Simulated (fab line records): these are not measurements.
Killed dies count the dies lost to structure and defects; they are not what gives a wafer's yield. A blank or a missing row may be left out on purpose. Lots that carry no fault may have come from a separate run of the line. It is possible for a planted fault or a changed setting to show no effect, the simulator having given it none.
One fault through the eyes of 3 desks :: flow n5 finfet :: each desk holds nothing but its own numbers, with what lay behind them at the end

## THE DEFECT DESK
Inspection counts along the route, by lot: the mean over sampled wafers that carry a number. Any lot whose mean is over 4 standard deviations away from the usual mean is out of limits and marked OUT; that distance is given in the brackets.
Columns: A = raw defect count at N5_BEOL_M12_INSPECT_30, usual 2.1
lot: L610
first seen here: day 11 14:51
A: 2.7

lot: L613
first seen here: day 12 08:05
A: 1.7

lot: L614
first seen here: day 13 08:36
A: 2.0

lot: L619
first seen here: day 13 12:14
A: 1.3

lot: L621
first seen here: day 13 23:17
A: 5.3

lot: L626
first seen here: day 15 21:22
A: 1.3
Result from this desk: across the 6 lots, nothing is out of limits.

## TOOL OWNER'S DESK, rie diel-01
The tool's own readings at N5_BEOL_M12_ETCH_68 (etches SOC in N2/H2, time 285 s): means of the sampled wafers that have a number, for each lot that ran on this tool. Any lot whose mean is over 4 standard deviations away from the usual mean is out of limits and marked OUT; that distance is given in the brackets.
Columns: A = drypump motor current A at N5_BEOL_M12_ETCH_68, usual 5.9 A; B = oes product au at N5_BEOL_M12_ETCH_68, usual 0.80 a.u.; C = rf vpp V at N5_BEOL_M12_ETCH_68, usual 525.0 V; D = run length s at N5_BEOL_M12_ETCH_68, usual 308.5 s; E = showerhead plenum p Torr at N5_BEOL_M12_ETCH_68, usual 2.59 Torr; F = throttle valve pct at N5_BEOL_M12_ETCH_68, usual 17.70 %
lot: L613
first seen here: day 12 08:47
A: 5.6
B: 0.74
C: 522.1
D: 308.7
E: 2.47
F: 17.73

lot: L614
first seen here: day 13 09:20
A: 5.3
B: 0.72
C: 523.2
D: 381.6 (+99 or more) OUT
E: 2.49
F: 17.92

lot: L619
first seen here: day 13 13:13
A: 6.0
B: 0.72
C: 523.1
D: 344.9 (+89) OUT
E: 2.52
F: 17.88
This desk's finding: out of limits on L614, L619; first on L614, day 13 09:20 (run length s at N5_BEOL_M12_ETCH_68). L613: within limits.

## METROLOGY DESK
Means of the sampled wafers that have a number, per lot and without regard to the tool the lot ran on: this is what the gauges read. Any lot whose mean is over 4 standard deviations away from the usual mean is out of limits and marked OUT; that distance is given in the brackets.
Columns: A = cd nm at N5_BEOL_M12_CD_MEAS_28, usual 160.2 nm; B = M12_OVL at N5_BEOL_M12_OVL_MEAS_29, usual 1 nm
lot: L610
first seen here: day 11 14:48
A: 160.4
B: -4

lot: L613
first seen here: day 12 08:02
A: 160.2
B: -3

lot: L614
first seen here: day 13 08:33
A: 161.6
B: -2

lot: L619
first seen here: day 13 12:10
A: 160.7
B: -1

lot: L621
first seen here: day 13 23:14
A: 161.2
B: -6

lot: L626
first seen here: day 15 21:19
A: 160.8
B: 6
Result from this desk: across the 6 lots, nothing is out of limits.

## PUT TOGETHER
The tool owner's desk had the chance to raise an alarm at day 13 09:20 on L614, L619.
Nothing the defect desk looked at was out of limits.
Nothing out of limits was seen by the metrology desk.
The defect desk has L614, L619 on record, within its limits.
The metrology desk has L614, L619 on record, within its limits.
Of the lots named, all ran N5_BEOL_M12_ETCH_68 on rie diel-01.

## WHAT THE SIMULATOR PUT IN
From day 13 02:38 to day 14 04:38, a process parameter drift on rie diel-01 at N5_BEOL_M12_ETCH_68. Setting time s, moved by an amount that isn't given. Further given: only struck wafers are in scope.
Lots struck among those shown: L614, L619.
Each desk's first reading out of limits, in hours after the fault started: the tool owner's desk, 7.
